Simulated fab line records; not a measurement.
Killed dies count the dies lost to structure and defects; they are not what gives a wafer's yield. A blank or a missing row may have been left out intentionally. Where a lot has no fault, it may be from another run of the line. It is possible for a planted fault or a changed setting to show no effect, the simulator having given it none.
8D (eight disciplines) problem report, filled in by code | flow n5-finfet | the parts of the form that need people (team, actions taken, sign-off) are left out

1. PROBLEM STATEMENT
Wafers without a fault read 249.99 C, standard deviation 0.18; susceptor-temp-C at N5_BEOL_M11_DEGAS_44 reads a mean of 247.24 C on 6 wafers belonging to 2 lots. That puts it -15 standard deviations away from the usual mean.
The step: time 60 s.
First seen on wafer L629.3, day 12 00:22, on pvd-sputter-03. The record holds 34 wafers of 12 lots with a number at this step. Rule for "out", or "out of limits": more than 4 standard deviations from the usual mean. The other wafers with a number count as sound.

2. WHAT IT IS, AND WHAT IT ISN'T
question                    | is                     | is not
which readings at this step | susceptor-temp-C       | heater-power-w
which lots                  | L629, L634             | L626, L627, L636, L637, L638, L641, L642, L644, L645, L646
which wafers of those lots  | all that have a number | -
read on which tools         | pvd-sputter-03         | pvd-sputter-01, pvd-sputter-02
when                        | from day 12 00:22      | up to then (6 sound wafers); but 22 sound wafers of L636, L637, L638, L641, L642, L644, L645, L646 came after

3. SUSPECTS, AND WHAT RULES EACH OUT
Counting: a tool stays on the suspect list if, at a process step up to the reading, it processed all lots that are out and no sound lot following the first of them.
- pvd-sputter-03 at N5_BEOL_M11_DEGAS_44 (time 60 s): ruled out as a lasting fault. Following L629 (day 12 00:22), the first lot on it that is out, the sound lots L641, L644, L645 were run on it.
Left after counting: nothing in the record.

4. THE CAUSE (what the simulator had put in)
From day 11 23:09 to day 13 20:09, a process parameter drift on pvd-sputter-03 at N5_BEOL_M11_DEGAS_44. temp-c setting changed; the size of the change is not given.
Counting ruled it out, wrongly.

5. THE EFFECT CHAIN, in route order
Rows list readings where the struck wafers' mean (over those with a number) sits beyond 3 standard deviations from the usual. Scope: only readings with a usual standard deviation given in the record; hours: median across lots of the time from each lot's start at the first step in this table that gives one to its start at this step; sigmas: change in usual standard deviations.
hours | step                 | reading          | usual    | on struck wafers | change | sigmas
0     | N5_BEOL_M11_DEGAS_44 | susceptor-temp-C | 249.99 C | 247.24           | -2.75  | -15
The process steps in it:
- N5_BEOL_M11_DEGAS_44: time 60 s.
At these later measuring or inspecting steps, every struck wafer for which the step has a row has a number for every such reading, and none has moved that far: N5_BEOL_M12_THK_MEAS_01.

6. HOW IT WOULD HAVE BEEN CAUGHT EARLIER
In this record the first reading out of limits was taken at day 12 00:22, 1 hour after the fault began at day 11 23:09.
